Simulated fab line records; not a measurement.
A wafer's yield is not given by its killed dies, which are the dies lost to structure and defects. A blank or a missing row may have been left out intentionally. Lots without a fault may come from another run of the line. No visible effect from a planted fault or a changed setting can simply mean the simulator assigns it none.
Split-lot experiment | flow n5Finfet | 7 lots, 21 wafers read, on a route of 1938 steps

## ABOUT THE SPLIT
At N5_FIN_SAQP_COAT_10 (resist thk 90 nm), the setting spinRpm was moved away from the recipe's 1500 rpm on 7 of the 21 wafers read, by -6.3% to +10.3%. All remaining wafers had this setting at the recipe value.

The reading is taken at the split's own step.

## THE READING
CAR-ArF_of_FIN_SAQP_COAT_10.thkNm (the simulator's own value, which no gauge read), in nm, at N5_FIN_SAQP_COAT_10 (resist thk 90 nm). There is no usual value for it anywhere in the file. Across the 14 wafers here that went through the recipe, the average is 90.18 nm and the standard deviation 0.37 nm.

wafer  | tool, chamber at the split | spinRpm as run, rpm | against the recipe | CAR-ArF_of_FIN_SAQP_COAT_10.thkNm, nm | against lot-mates on the recipe
L075.2 | lithoTrack-01, 0           | 1500                | recipe             | 90.22                                 | -
L075.3 | lithoTrack-01, 0           | 1500                | recipe             | 89.93                                 | -
L075.4 | lithoTrack-01, 0           | 1500                | recipe             | 89.9                                  | -
L081.3 | lithoTrack-05, 0           | 1500                | recipe             | 90.11                                 | -
L081.5 | lithoTrack-05, 0           | 1406                | -6.3%              | 92.87                                 | +2.82
L081.6 | lithoTrack-05, 0           | 1500                | recipe             | 89.99                                 | -
L083.3 | lithoTrack-01, 0           | 1616                | +7.7%              | 86.82                                 | -2.99
L083.5 | lithoTrack-01, 0           | 1616                | +7.7%              | 86.92                                 | -2.89
L083.6 | lithoTrack-01, 0           | 1500                | recipe             | 89.81                                 | -
L085.4 | lithoTrack-01, 0           | 1553                | +3.5%              | 88.26                                 | -2.03
L085.5 | lithoTrack-01, 0           | 1500                | recipe             | 90.29                                 | -
L085.6 | lithoTrack-01, 0           | 1553                | +3.5%              | 88.74                                 | -1.55
L089.1 | lithoTrack-01, 0           | 1500                | recipe             | 90.95                                 | -
L089.3 | lithoTrack-01, 0           | 1500                | recipe             | 90.79                                 | -
L089.6 | lithoTrack-01, 0           | 1500                | recipe             | 90.79                                 | -
L094.1 | lithoTrack-02, 0           | 1500                | recipe             | 90.07                                 | -
L094.3 | lithoTrack-02, 0           | 1500                | recipe             | 89.96                                 | -
L094.6 | lithoTrack-02, 0           | 1655                | +10.3%             | 85.52                                 | -4.49
L096.1 | lithoTrack-05, 0           | 1500                | recipe             | 89.93                                 | -
L096.4 | lithoTrack-05, 0           | 1651                | +10.1%             | 85.68                                 | -4.18
L096.5 | lithoTrack-05, 0           | 1500                | recipe             | 89.79                                 | -

FIT RESULTS
A straight line over all 21 wafers: CAR-ArF_of_FIN_SAQP_COAT_10.thkNm changes by -0.441 nm for each +1% of spinRpm; r = -0.98; the points scatter about the line by 0.33 nm.
The same after taking each lot's own level away (the mean of its wafers on the recipe; 21 wafers): -0.42 nm for each +1%; r = -0.99; scatter 0.19 nm.
On that fit, the largest move of spinRpm shifts the reading by 4.3 nm.
From 89.810 to 90.843 nm: that is the span of the lots' own levels, equal to 2.8 times the standard deviation above.
Consequently the slope shifts little with the lot-to-lot level, the two slopes agreeing.
Check: with one of the wafers moved furthest among these (+10.3%) left out of the fit, the line predicts -4.27 nm for it against its lot-mates. Against them it came out at -4.49 nm.

## THE FILE'S OWN FIT
CAR-ArF_of_FIN_SAQP_COAT_10.thkNm changes by -0.424 nm for each +1% of spinRpm, r = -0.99.
